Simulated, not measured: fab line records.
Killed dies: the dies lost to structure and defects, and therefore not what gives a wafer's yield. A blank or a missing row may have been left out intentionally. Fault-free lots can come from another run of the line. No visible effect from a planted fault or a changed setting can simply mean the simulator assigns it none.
fab line records    flow nand_harc
[record] lots = 6  wafers = 18  last_day = 33
route steps=1302 shown P_GATE@128
lots that met no fault: taken from a fault-free run of the same line
start_h: start of the lot's first displayed wafer, in hours after the record's first day    wait_h: hours since the lot's step before    " unchanged from the row above    L1.1+2: a row that stands for several wafers    - no value, or no start given    * or withheld: withheld    < > ~ a bound
route shown NAME@n: NAME is a module with steps in the file, n the number in the route of the first one    usual: average and standard deviation across the fault-free wafers    same: alike in all rows    chamber/n: place in a boat    sites: readings site by site    _std_site: the standard deviation of these    _edge_site: the outer-site mean with the inner-site mean subtracted    radius_mm: how far each site lies from the wafer's centre    mask NAME#n: copy n    behind: the most recent tool/chamber to have shaped the wafer    hold: why the lot went on hold/how many hours it stayed there/how the hold came to an end    device: whichever transistor did not switch (one of n, p or np)    end of line: the route-end tests of the same wafers    where a step has no rows: the recipe by itself    killed: not the wafer's yield, but the dies lost to structure and defects at the first sort    map: dies across one wafer; x = killed, . = not, _ = none there
set.NAME: the setting as run; set.NAME@STEP: as run at that earlier step    model.NAME: the simulator's own value behind a step, which no gauge read
lots seen at some steps along the route; tables by step, rows by wafer
services: when a tool's chamber went out of use (start_h, in hours from the record's first day, below 0 if earlier), for how many hours, and the reason
[[steps]]
[step NHARC_P_GATE_SRD_72]
[step NHARC_P_GATE_OXIDE_16]
[recipe] target_thk_a = 30  temp_c = 875  ox_time_s = 392  material = SiO2
[step NHARC_P_GATE_CVD_17]
[recipe] target_thk_a = 1500  temp_c = 620  time_s = 900  material = poly-Si
[step NHARC_P_GATE_HM_DEP_102]
[recipe] target_thk_a = 1200  temp_c = 400  material = aC
[usual] throttle_valve_pct = 35.000/0.0091
lot.wafer  tool        chamber  start_h  wait_h  throttle_valve_pct
L453.1     acl_dep-03  0        107.67   1.3     35.005
L453.2     "           0        "        "       34.989
L453.5     "           0        "        "       34.986
L462.1     acl_dep-03  0        193.52   1.4     35.013
L462.2     "           0        "        "       35.013
L462.4     "           0        "        "       35.000
L463.3     acl_dep-02  0        207.03   0.6     35.002
L463.4     "           0        "        "       35.004
L463.5     "           0        "        "       35.003
L466.4     acl_dep-01  0        241.24   0.7     34.983
L466.5     "           0        "        "       35.016
L466.6     "           0        "        "       35.000
L467.1     acl_dep-01  0        249.86   4.3     35.012
L467.2     "           0        "        "       34.994
L467.4     "           0        "        "       34.990
L475.1     acl_dep-03  0        324.97   0.4     35.002
L475.2     "           0        "        "       34.999
L475.6     "           0        "        "       35.012
[step NHARC_P_GATE_DEP_103]
[recipe] target_thk_a = 300  target_thk_nm = 30  temp_c = 400  flow_sccm = 200  rf_w = 350  material = SiON
[usual] heater_power_w = 703/87
lot.wafer  tool      chamber  start_h  wait_h  heater_power_w
L453.1     pecvd-04  2        108.38   0.6     564
L453.2     "         0        "        "       742
L453.5     "         2        "        "       581
L462.2     pecvd-04  1        194.19   0.5     888
L462.1     "         2        "        "       670
L462.4     "         1        "        "       854
L463.3     pecvd-03  1        207.48   0.3     616
L463.4     "         1        "        "       626
L463.5     "         0        "        "       583
L466.5     pecvd-04  1        241.67   0.2     831
L466.4     "         2        "        "       596
L466.6     "         0        "        "       724
L467.2     pecvd-03  0        250.52   0.5     644
L467.1     "         1        "        "       679
L467.4     "         2        "        "       708
L475.1     pecvd-03  2        325.64   0.6     742
L475.2     "         0        "        "       629
L475.6     "         2        "        "       757
[step NHARC_P_GATE_DEHYDRATE_18]
[recipe] temp_c = 150  time_s = 120
[step NHARC_P_GATE_HMDS_19]
[recipe] time_s = 30
[step NHARC_P_GATE_COAT_20]
[recipe] spin_rpm = 1500  resist_thk_nm = 90
[step NHARC_P_GATE_SOFTBAKE_21]
[recipe] temp_c = 105  time_s = 55
[step NHARC_P_GATE_EBR_22]
[step NHARC_P_GATE_EXPOSE_23]
[recipe] na = 1.35  target_cd_nm = 120  dose_mj = 93.91  mask_id = P_GATE
[step NHARC_P_GATE_PEB_24]
[recipe] peb_temp_c = 100  peb_time_s = 65
[step NHARC_P_GATE_DEVELOP_25]
[recipe] develop_time_s = 35  dev_temp_c = 23
[usual] chill_plate_temp_C = 23.00/0.11  develop_time_s = 35/0
lot.wafer  tool            chamber  start_h  wait_h  chill_plate_temp_C  develop_time_s
L453.1     litho_track-01  0        108      -       23.22               35
L453.2     "               0        "        "       23.11               35
L453.5     "               0        "        "       23.09               35
L462.1     litho_track-01  0        194      -       22.84               35
L462.2     "               0        "        "       23.16               35
L462.4     "               0        "        "       23.07               35
L463.3     litho_track-01  0        208      -       23.00               35
L463.4     "               0        "        "       23.10               35
L463.5     "               0        "        "       22.82               35
L466.4     litho_track-04  -        242      -       -                   -
L466.5     "               -        "        "       -                   -
L466.6     "               -        "        "       -                   -
L467.1     litho_track-01  -        251      -       -                   -
L467.2     "               -        "        "       -                   -
L467.4     "               -        "        "       -                   -
L475.1     litho_track-01  0        326      -       22.98               35
L475.2     "               0        "        "       22.77               35
L475.6     "               0        "        "       22.88               35
[step NHARC_P_GATE_CD_MEAS_26]
[recipe] target_cd_nm = 120  landing_energy_ev = 500
[usual] cd_nm = 119.6/0.63
[same] landing_energy_ev = 500
lot.wafer  tool       chamber  start_h  wait_h  cd_nm
L453.1     cd_sem-03  0        109.03   -       120.3
L453.2     "          0        "        "       120.0
L453.5     "          0        "        "       120.1
L462.1     cd_sem-01  0        194.74   -       120.7
L462.2     "          0        "        "       120.5
L462.4     "          0        "        "       120.1
L463.3     cd_sem-02  0        208.16   -       119.1
L463.4     "          0        "        "       119.8
L463.5     "          0        "        "       119.5
L466.4     cd_sem-03  0        242.15   -       -
L466.5     "          0        "        "       -
L466.6     "          0        "        "       -
L467.1     cd_sem-02  0        251.19   -       -
L467.2     "          0        "        "       -
L467.4     "          0        "        "       -
L475.1     cd_sem-03  0        326.32   -       118.9
L475.2     "          0        "        "       119.3
L475.6     "          0        "        "       119.4
[[services]]
tool            chamber  start_h  hours  kind
pecvd-04        -        88.00    13.0   pm
pecvd-04        0        88.00    13.0   vent_cycle
pecvd-04        1        88.00    13.0   vent_cycle
pecvd-04        2        88.00    13.0   vent_cycle
pecvd-04        0        101.00   -      clean
pecvd-04        1        101.00   -      clean
pecvd-04        2        101.00   -      clean
acl_dep-03      -        119.23   13.0   pm
pecvd-03        -        151.22   1.7    repair
litho_track-01  -        155.00   7.0    pm
acl_dep-01      -        190.67   13.0   pm
pecvd-03        -        193.25   13.0   pm
pecvd-03        0        193.25   13.0   vent_cycle
pecvd-03        1        193.25   13.0   vent_cycle
pecvd-03        2        193.25   13.0   vent_cycle
litho_track-04  -        203.00   7.0    pm
pecvd-03        0        206.25   -      clean
pecvd-03        -        244.12   1.5    repair
acl_dep-02      -        244.36   13.0   pm
pecvd-04        -        262.76   0.9    repair
pecvd-04        -        269.00   13.0   pm
pecvd-04        2        292.80   11.0   repair
acl_dep-03      -        301.69   13.0   pm
pecvd-04        0        325.47   29.9   repair
[[key]]
[first_sign] step = NHARC_P_GATE_DEVELOP_25  reading = tool_record  direction = missing
effect none on later readings
met_at NHARC_P_GATE_DEVELOP_25
struck_wafers L466.4,L466.5,L466.6,L467.1,L467.2,L467.4
later_rows_left_out L466.4,L466.5,L466.6,L467.1,L467.2,L467.4
sort_left_out L466.4,L466.5,L466.6,L467.1,L467.2,L467.4
tester_left_out L466,L467
onset_between 208 242
[fault] kind = skipped_step_whole  tool = litho_track-01,litho_track-04  chamber = -  onset_h = 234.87  steps = NHARC_P_GATE_DEVELOP_25  scope = struck_lots_only
// tester_left_out: of these lots the tester's yield and bins aren't shown, on N5 and GAA mostly nor the transistor test; their killed dies are dies lost to structure and defects alone, not to doping, threshold or leakage, so they don't give the yield
// sort_left_out: the simulated sort isn't trusted on such a fault, so these wafers' sort isn't shown, and their yield isn't known
// later_rows_left_out: the simulator's readings of these wafers behind a module that went badly wrong aren't trusted and aren't shown, but for the sort
